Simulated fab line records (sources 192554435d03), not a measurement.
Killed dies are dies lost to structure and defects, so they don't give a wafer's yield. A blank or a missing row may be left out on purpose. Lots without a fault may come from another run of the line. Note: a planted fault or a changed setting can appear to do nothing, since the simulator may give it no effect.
fab line records    flow n5Finfet
record lots=12  wafers=35  lastDay=18
route steps=1938 shown GATE_CUT@489 PASSIVATION@1936
lots with no fault: from the same line, run without faults
startH: the number of hours between the record's first day and the start of the first shown wafer of the lot    waitH: hours since the lot's step before    " unchanged from the row above    L1.1+2: several wafers, shown together as one row    - value missing, or start not given    * or withheld: withheld    < > ~ a bound
route shown NAME@n: NAME is a module with steps in the file, n the number in the route of the first one    usual: mean/standard deviation taken from wafers without a fault    same: alike in all rows    chamber/n: place in a boat    sites: readings site by site    _std_site: the standard deviation of these    _edge_site: the outer-site mean with the inner-site mean subtracted    radiusMm: how far each site lies from the wafer's centre    mask NAME#n: copy n    behind: the tool/chamber that last shaped the wafer    hold: why the lot went on hold/how many hours it stayed there/how the hold came to an end    device: names the non-switching transistor (n, p or np)    end of line: the tests these same wafers got at the end of their route    a step given without rows: its recipe and nothing more    killed: count of dies lost to structure and defects at first sort (not the wafer's yield)    map: a wafer's dies, x killed, . not, _ none there
set.NAME: the setting that was run; set.NAME@STEP: the one run at that earlier step    model.NAME: the simulator's own value behind a step, which no gauge read
a sample of lots followed through the steps of the route, with each step as a table and each wafer as a row
services: a tool's chamber out of use, with start hour (startH, from the record's first day; less than 0 if before it), hours out, and reason
## steps
# step N5_GATE_CUT_INSPECT_15
# recipe mode=adi  inspectInstrument=brightfield
# usual rawDefectCount=132/39
lot.wafer  tool              chamber  startH  waitH  rawDefectCount
L886.1     defectInspect-01  -        84.68   0.1    172
L886.4     "                 -        "       "      135
L886.6     "                 -        "       "      170
L889.2     defectInspect-02  -        108.42  0.0    121
L889.6     "                 -        "       "      86
L892.1     defectInspect-01  -        120.17  0.1    126
L892.3     "                 -        "       "      126
L892.5     "                 -        "       "      163
L893.1     defectInspect-02  -        126.41  0.1    94
L893.2     "                 -        "       "      108
L893.4     "                 -        "       "      123
L894.2     defectInspect-02  -        131.55  0.0    116
L894.3     "                 -        "       "      84
L894.4     "                 -        "       "      127
L896.3     defectInspect-02  -        146.91  0.0    122
L896.4     "                 -        "       "      53
L896.6     "                 -        "       "      168
L901.1     defectInspect-02  -        173.00  0.1    164
L901.4     "                 -        "       "      170
L901.6     "                 -        "       "      237
L902.3     defectInspect-01  -        181.53  0.0    110
L902.4     "                 -        "       "      135
L902.6     "                 -        "       "      132
L903.2     defectInspect-01  -        186.53  0.1    150
L903.3     "                 -        "       "      128
L903.5     "                 -        "       "      145
L905.3     defectInspect-01  -        196.63  0.0    93
L905.5     "                 -        "       "      127
L905.6     "                 -        "       "      98
L907.2     defectInspect-02  -        209.37  0.0    85
L907.5     "                 -        "       "      223
L907.6     "                 -        "       "      215
L909.2     defectInspect-01  -        224.70  0.0    100
L909.3     "                 -        "       "      107
L909.6     "                 -        "       "      180
# step N5_GATE_CUT_ETCH_28
# recipe chemistry=N2/H2  target=underlayer  targetDepthA=130  maskMaterial=CAR-EUV  timeS=10.4  ionEnergyEv=200  pressureMtorr=30  sourceW=840  biasW=150  n2FlowSccm=200  h2FlowSccm=200  ends=cleared
# usual drypumpMotorCurrentA=5.9/0.48  etchRfOnTimeS=10.5/0.39  oesProductAu=0.71/0.072  rfVppV=524.4/2.1  showerheadPlenumPTorr=2.55/0.074  throttleValvePct=17.72/0.25
lot.wafer  tool        chamber  startH  waitH  drypumpMotorCurrentA  etchRfOnTimeS  oesProductAu  rfHoursCounterH  rfVppV  showerheadPlenumPTorr  throttleValvePct
L886.1     rieDiel-01  3        84.89   0.0    6.0                   10.6           0.78          17               525.1   2.59                   17.65
L886.4     "           0        "       "      5.5                   10.0           0.59          -                522.5   2.48                   18.04
L886.6     "           0        "       "      5.5                   10.1           0.59          -                523.3   2.48                   18.05
L889.2     rieDiel-03  0        108.49  0.0    6.1                   9.9            0.75          40               525.3   2.59                   18.02
L889.6     "           1        "       "      6.6                   10.6           0.66          -                524.2   2.53                   17.74
L892.1     rieDiel-05  2        120.25  0.0    5.1                   10.6           0.74          51               521.1   2.46                   17.73
L892.3     "           1        "       "      5.9                   11.2           0.56          229              524.8   2.60                   17.65
L892.5     "           3        "       "      5.7                   10.8           0.61          -                524.7   2.64                   18.15
L893.1     rieDiel-01  0        126.48  0.0    5.5                   9.8            0.84          4                523.6   2.48                   17.53
L893.2     "           1        "       "      5.4                   10.9           0.76          12               522.0   2.49                   17.24
L893.4     "           3        "       "      6.1                   10.6           0.76          -                526.4   2.58                   17.67
L894.2     rieDiel-01  3        131.62  0.0    6.0                   10.5           0.75          31               524.6   2.58                   17.66
L894.3     "           2        "       "      5.3                   10.3           0.84          1                522.1   2.46                   17.27
L894.4     "           1        "       "      5.4                   11.0           0.75          14               521.5   2.49                   17.23
L896.3     rieDiel-01  3        146.98  0.0    6.0                   10.5           0.74          36               525.8   2.58                   17.67
L896.4     "           1        "       "      5.4                   11.1           0.74          21               521.4   2.49                   17.25
L896.6     "           2        "       "      5.3                   10.3           0.81          -                521.6   2.46                   17.29
L901.1     rieDiel-03  3        173.07  0.0    6.5                   10.5           0.76          28               528.8   2.70                   17.62
L901.4     "           0        "       "      6.1                   10.0           0.73          57               523.9   2.58                   18.05
L901.6     "           2        "       "      5.8                   10.7           0.66          -                524.5   2.57                   17.66
L902.3     rieDiel-01  0        181.69  0.0    5.5                   9.6            0.80          24               522.3   2.47                   17.56
L902.4     "           1        "       "      5.4                   11.0           0.72          33               523.6   2.48                   17.27
L902.6     "           2        "       "      5.2                   10.2           0.79          -                522.1   2.45                   17.30
L903.2     rieDiel-03  0        186.68  0.0    6.0                   9.9            0.73          62               523.9   2.58                   18.05
L903.3     "           2        "       "      5.8                   10.7           0.66          110              524.1   2.57                   17.67
L903.5     "           1        "       "      6.6                   10.5           0.65          -                522.3   2.52                   17.80
L905.3     rieDiel-01  0        198.38  0.0    5.5                   9.5            0.79          31               524.3   2.47                   17.56
L905.5     "           0        "       "      5.5                   9.5            0.79          -                523.9   2.47                   17.59
L905.6     "           3        "       "      6.1                   10.2           0.74          -                525.2   2.57                   17.72
L907.2     rieDiel-05  2        209.45  0.0    5.0                   10.5           0.72          73               521.2   2.45                   17.76
L907.5     "           2        "       "      5.1                   10.5           0.73          -                522.2   2.45                   17.74
L907.6     "           3        "       "      5.8                   11.1           0.59          -                525.3   2.63                   18.20
L909.2     rieDiel-05  0        224.76  0.0    5.1                   10.7           0.60          194              520.5   2.44                   17.94
L909.3     "           2        "       "      5.0                   10.5           0.71          79               523.1   2.45                   17.78
L909.6     "           2        "       "      5.0                   10.5           0.71          -                521.3   2.45                   17.76
# step N5_GATE_CUT_STRIP_42
# recipe chemistry=O2  powerW=400  tempC=40  pressureMtorr=30  rfFrequencyHz=6e+07  biasPowerW=0  overashFraction=0.3  o2FlowSccm=225
# usual drypumpMotorCurrentA=5.9/0.48  oesProductAu=0.84/0.081  rfVppV=3.6/0.49  showerheadPlenumPTorr=2.11/0.06  throttleValvePct=16.55/0.2
lot.wafer  tool        chamber  startH  waitH  drypumpMotorCurrentA  oesProductAu  rfHoursCounterH  rfVppV  showerheadPlenumPTorr  throttleValvePct
L886.1     rieDiel-01  3        85.20   0.0    6.0                   0.89          17               3.6     2.14                   16.47
L886.4     "           0        "       "      5.5                   0.68          -                4.5     2.05                   16.84
L886.6     "           0        "       "      5.5                   0.68          -                3.7     2.05                   16.81
L889.2     rieDiel-03  0        108.70  0.0    6.0                   0.86          40               3.2     2.12                   16.54
L889.6     "           1        "       "      6.6                   0.77          -                4.0     2.08                   16.58
L892.1     rieDiel-05  2        120.46  0.0    5.0                   0.87          51               3.9     2.03                   16.55
L892.3     "           1        "       "      6.0                   0.67          229              4.6     2.15                   16.59
L892.5     "           3        "       "      5.8                   0.73          -                3.7     2.19                   17.06
L893.1     rieDiel-01  0        126.69  0.0    5.5                   0.96          4                4.3     2.05                   16.31
L893.2     "           1        "       "      5.4                   0.92          12               3.5     2.07                   16.27
L893.4     "           3        "       "      6.1                   0.88          -                3.5     2.14                   16.49
L894.2     rieDiel-01  3        131.83  0.0    6.0                   0.89          31               3.9     2.13                   16.51
L894.3     "           2        "       "      5.2                   0.99          1                3.5     2.07                   16.39
L894.4     "           1        "       "      5.4                   0.92          14               2.8     2.07                   16.27
L896.3     rieDiel-01  3        147.19  0.0    6.0                   0.88          37               3.5     2.13                   16.51
L896.4     "           1        "       "      5.4                   0.91          21               3.7     2.07                   16.27
L896.6     "           2        "       "      5.2                   0.96          -                3.8     2.07                   16.41
L901.1     rieDiel-03  3        173.28  0.0    6.5                   0.91          28               3.1     2.23                   16.45
L901.4     "           0        "       "      6.0                   0.84          57               3.8     2.11                   16.58
L901.6     "           2        "       "      5.8                   0.79          -                3.8     2.11                   16.53
L902.3     rieDiel-01  0        181.90  0.0    5.5                   0.91          25               4.0     2.04                   16.35
L902.4     "           1        "       "      5.4                   0.87          33               2.8     2.06                   16.29
L902.6     "           2        "       "      5.2                   0.93          -                4.8     2.07                   16.43
L903.2     rieDiel-03  0        186.89  0.0    6.1                   0.83          62               3.6     2.11                   16.58
L903.3     "           2        "       "      5.8                   0.78          110              4.0     2.11                   16.54
L903.5     "           1        "       "      6.6                   0.77          -                3.0     2.07                   16.63
L905.3     rieDiel-01  0        198.59  0.0    5.5                   0.90          31               3.9     2.04                   16.36
L905.5     "           0        "       "      5.5                   0.90          -                3.9     2.04                   16.36
L905.6     "           3        "       "      6.0                   0.85          -                3.2     2.13                   16.54
L907.2     rieDiel-05  2        209.77  0.0    5.0                   0.84          73               3.5     2.03                   16.59
L907.5     "           2        "       "      5.0                   0.85          -                4.6     2.03                   16.59
L907.6     "           3        "       "      5.8                   0.72          -                3.3     2.18                   17.10
L909.2     rieDiel-05  0        224.97  0.0    5.1                   0.70          194              3.0     2.02                   16.73
L909.3     "           2        "       "      5.1                   0.84          79               3.0     2.02                   16.60
L909.6     "           2        "       "      5.1                   0.84          -                4.5     2.02                   16.62
# step N5_GATE_CUT_CUT_ETCH_54
# recipe chemistry=Cl2/BCl3  target=TiN  maskMaterial=SiO2  targetDepthA=967  pressureMtorr=10  icpW=1000  biasW=126  Cl2_flow_sccm=53.25  bcl3FlowSccm=21.75  Ar_flow_sccm=25  ends=cleared
# usual drypumpMotorCurrentA=5.7/0.38  etchRfOnTimeS=36.2/0.86  oesProductAu=0.61/0.096  throttleValvePct=22.38/0.18
lot.wafer  tool         chamber  startH  waitH  drypumpMotorCurrentA  etchRfOnTimeS  oesProductAu  rfHoursCounterH  throttleValvePct
L886.1     rieMetal-01  0        85.54   0.1    6.2                   36.0           0.54          127              22.14
L886.4     "            0        "       "      6.2                   35.6           0.54          -                22.14
L886.6     "            0        "       "      6.2                   35.9           0.54          -                22.15
L889.2     rieMetal-02  0        108.90  0.0    5.8                   37.1           0.53          132              22.62
L889.6     "            1        "       "      5.8                   35.2           0.59          -                22.47
L892.1     rieMetal-02  1        120.69  0.1    5.8                   21.2           0.82          117              22.11
L892.3     "            1        "       "      5.7                   21.0           0.82          -                22.10
L892.5     "            1        "       "      5.7                   21.0           0.81          -                22.10
L893.1     rieMetal-03  0        126.89  0.0    5.9                   36.7           0.72          27               22.39
L893.2     "            1        "       "      5.3                   36.3           0.58          118              22.49
L893.4     "            1        "       "      5.3                   36.2           0.58          -                22.46
L894.2     rieMetal-02  1        132.04  0.0    5.8                   21.4           0.81          118              22.11
L894.3     "            0        "       "      5.8                   22.7           0.73          -                22.26
L894.4     "            1        "       "      5.8                   21.4           0.81          -                22.10
L896.3     rieMetal-01  0        147.42  0.0    6.2                   35.6           0.54          -                22.16
L896.4     "            1        "       "      5.1                   36.2           0.59          -                22.34
L896.6     "            0        "       "      6.2                   35.5           0.53          -                22.15
L901.1     rieMetal-03  1        173.49  0.0    5.3                   37.3           0.57          121              22.49
L901.4     "            1        "       "      5.3                   37.0           0.57          -                22.49
L901.6     "            1        "       "      5.3                   36.9           0.57          -                22.48
L902.3     rieMetal-03  0        182.21  0.1    5.9                   37.0           0.71          -                22.40
L902.4     "            0        "       "      5.9                   36.9           0.70          -                22.40
L902.6     "            0        "       "      5.9                   37.0           0.71          -                22.41
L903.2     rieMetal-01  1        187.17  0.1    5.0                   35.8           0.58          -                22.35
L903.3     "            1        "       "      5.0                   36.0           0.58          -                22.35
L903.5     "            1        "       "      5.0                   35.5           0.59          -                22.33
L905.3     rieMetal-01  1        198.82  0.0    5.0                   35.5           0.59          -                22.35
L905.5     "            0        "       "      6.2                   35.9           0.90          -                21.77
L905.6     "            1        "       "      5.0                   35.7           0.58          -                22.34
L907.2     rieMetal-01  1        210.04  0.0    5.0                   36.0           0.58          108              22.35
L907.5     "            1        "       "      5.0                   35.8           0.58          -                22.37
L907.6     "            0        "       "      6.2                   35.7           0.88          -                21.77
L909.2     rieMetal-03  0        225.18  0.0    5.9                   36.4           0.70          34               22.41
L909.3     "            1        "       "      5.3                   36.8           0.56          -                22.49
L909.6     "            0        "       "      5.9                   36.4           0.71          -                22.40
# step N5_PASSIVATION_PROBE_49
# usual killed_at_M0_to_M3=32/11  killed_at_M4_up=12/4.4  killedAtContacts=13/6.1  killedAtFrontEnd=39/12  killedAtOther=3.9/3  killedDies=100/17  killedOpen=66/12  killedShort=33/7.4
# same grossDies=1180  killedAtBackSide=0
lot.wafer  tool       chamber  startH  waitH  killed_at_M0_to_M3  killed_at_M4_up  killedAtContacts  killedAtFrontEnd  killedAtOther  killedDies  killedOpen  killedShort
L901.1     prober-01  -        374.27  0.0    32                  14               3                 51                1              101         75          26
L901.4     prober-01  -        374.42  0.2    27                  13               16                32                1              89          64          25
L901.6     prober-01  -        374.52  0.3    27                  15               12                41                3              98          68          28
# killed by level:class
L901.1 STI_FIN_REVEAL:geometricParticle:open=15 FIN_SAQP:geometricParticle:open=10 BEOL_M1:geometricParticle:open=8 FIN_SAQP:geometricParticle:short=7 BEOL_M0_SAQP:geometricParticle:open=6 BEOL_M4:geometricParticle:open=6 BEOL_M2:geometricParticle:open=5 DUMMY_GATE:geometricParticle:open=4
L901.4 MOL_CONTACT_COAG:geometricParticle:open=13 BEOL_M1:geometricParticle:open=11 FIN_SAQP:geometricParticle:open=9 FIN_SAQP:geometricParticle:short=7 BEOL_M4:geometricParticle:open=6 BEOL_M2:geometricParticle:open=5 DUMMY_GATE:geometricParticle:open=5 STI_FIN_REVEAL:geometricParticle:open=4
L901.6 MOL_CONTACT_COAG:geometricParticle:open=12 FIN_SAQP:geometricParticle:open=9 STI_FIN_REVEAL:geometricParticle:open=9 DUMMY_GATE:geometricParticle:open=8 BEOL_M0_SAQP:geometricParticle:open=8 BEOL_M4:geometricParticle:open=7 BEOL_M0_SAQP:geometricParticle:short=6 BEOL_M3:geometricParticle:open=6
## services
tool         chamber  startH  hours  kind
rieMetal-01  1        72.01   18.5   repair
rieDiel-01   2        76.26   18.7   repair
rieDiel-05   3        77.89   10.9   repair
rieDiel-03   0        77.97   4.1    repair
rieDiel-01   3        87.47   5.0    repair
rieDiel-01   0        94.99   -      clean
rieDiel-01   0        94.99   -      consumableReplace:focusRing
rieDiel-01   0        94.99   15.5   scheduledDown
rieDiel-01   0        94.99   15.5   ventCycle
rieDiel-01   2        110.73  -      clean
rieDiel-01   2        110.73  -      consumableReplace:focusRing
rieDiel-01   -        116.47  2.8    pm
rieDiel-05   0        118.41  3.1    repair
rieDiel-03   -        134.45  2.8    pm
rieDiel-05   -        139.00  2.8    pm
rieMetal-02  1        144.34  5.8    repair
rieMetal-03  -        145.86  2.8    pm
rieDiel-05   3        158.44  5.2    repair
rieMetal-03  1        176.82  6.0    repair
rieDiel-05   -        183.76  15.6   pm
rieMetal-03  0        191.21  15.5   repair
rieDiel-05   0        200.72  8.9    repair
rieDiel-05   1        203.12  7.6    repair
rieDiel-05   3        215.05  2.0    repair
## key
firstSign step=N5_GATE_CUT_CUT_ETCH_54  reading=etchRfOnTimeS  direction=down  sigmas=17  usual=*  struck=*
effect step=N5_GATE_CUT_CUT_ETCH_54  reading=oesProductAu  direction=up  sigmas=2  usual=0.61  struck=0.80
metAt N5_GATE_CUT_CUT_ETCH_54
struckLots L892,L894
rowsEnd L892.1,L892.3,L892.5
testerLeftOut L894
notActingAt N5_GATE_CUT_INSPECT_15,N5_GATE_CUT_ETCH_28,N5_GATE_CUT_STRIP_42
onsetBetween 108.90 120.69
fault kind=processParameterDrift  tool=rieMetal-02  chamber=-  onsetH=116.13  steps=N5_GATE_CUT_CUT_ETCH_54  channel=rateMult  offset=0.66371  shape=step
# testerLeftOut: of these lots the tester's yield and bins aren't shown, on N5 and GAA mostly nor the transistor test; their killed dies are dies lost to structure and defects alone, not to doping, threshold or leakage, so they don't give the yield
# rowsEnd: these wafers met a further fault down the route, and their rows from its step on are left out
